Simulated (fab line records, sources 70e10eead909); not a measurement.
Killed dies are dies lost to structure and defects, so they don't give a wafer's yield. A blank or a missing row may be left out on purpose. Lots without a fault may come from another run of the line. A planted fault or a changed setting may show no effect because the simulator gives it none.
Chamber matching | flow nand_harc | NHARC_P_ZERO_WELL_ETCH_65 on rie_diel-08: 4 sister chambers
The step etches the open film in N2/H2, target depth 80 nm, overetch 24 nm, time 87.88 s. 16 wafers are shown with their chamber, then 8 later ones without.

WAFERS WITH THEIR CHAMBER
wafer  | chamber | showerhead_plenum_p_Torr (Torr) | drypump_motor_current_A (A) | rf_vpp_V (V)
L076.1 | 2       | 1.97                            | 5.3                         | 428
L076.2 | 0       | 2.03                            | 6.3                         | 429
L076.5 | 1       | 1.91                            | 5.9                         | 426
L078.2 | 3       | 2.05                            | 5.6                         | 431
L078.3 | 2       | 1.97                            | 5.4                         | 430
L078.4 | 0       | 2.02                            | 6.3                         | 430
L079.1 | 3       | 2.05                            | 5.6                         | 432
L079.3 | 0       | 2.02                            | 6.3                         | 429
L079.4 | 2       | 1.97                            | 5.4                         | 429
L081.2 | 2       | 1.97                            | 5.4                         | 428
L081.4 | 1       | 1.91                            | 6.0                         | 427
L081.5 | 3       | 2.05                            | 5.7                         | 429
L086.1 | 0       | 2.02                            | 6.3                         | 430
L086.4 | 3       | 2.05                            | 5.7                         | 431
L086.5 | 0       | 2.02                            | 6.3                         | 430
L087.1 | 0       | 2.02                            | 6.3                         | 430

SIGNATURES (means of the wafers above)
reading                  | chamber 0 | chamber 1 | chamber 2 | chamber 3 | scatter within a chamber
showerhead_plenum_p_Torr | 2.0217    | 1.9100    | 1.9700    | 2.0500    | 0.00264
drypump_motor_current_A  | 6.300     | 5.950     | 5.375     | 5.650     | 0.0433
rf_vpp_V                 | 429.67    | 426.50    | 428.75    | 430.75    | 0.882
Rule: a wafer's distance from a chamber is the root of the sum, over the readings, of the square of ((its reading less the chamber's mean) divided by the reading's scatter). The wafer belongs to the nearest chamber; if the next one is less than 2 further off, it can't be placed. The scatter: the root of (the sum of the squares of (reading less its chamber's mean) over the shown wafers, divided by (wafers less chambers)).

WAFERS WITHOUT THEIR CHAMBER
wafer  | showerhead_plenum_p_Torr (Torr) | drypump_motor_current_A (A) | rf_vpp_V (V)
L087.2 | 2.05                            | 5.6                         | 432
L087.4 | 1.97                            | 5.4                         | 428
L090.1 | 2.02                            | 6.3                         | 429
L090.2 | 2.05                            | 5.6                         | 432
L090.4 | 1.91                            | 6.0                         | 427
L092.1 | 2.05                            | 5.7                         | 430
L092.3 | 2.02                            | 6.3                         | 430
L092.4 | 1.90                            | 6.0                         | 428

WHICH CHAMBER EACH WENT THROUGH
wafer  | from the rows above | in truth
L087.2 | 3                   | 3
L087.4 | 2                   | 2
L090.1 | 0                   | 0
L090.2 | 3                   | 3
L090.4 | 1                   | 1
L092.1 | 3                   | 3
L092.3 | 0                   | 0
L092.4 | 1                   | 1
Placed correctly: 8 of 8. Can't be placed from these rows: 0. Placed wrongly: 0.
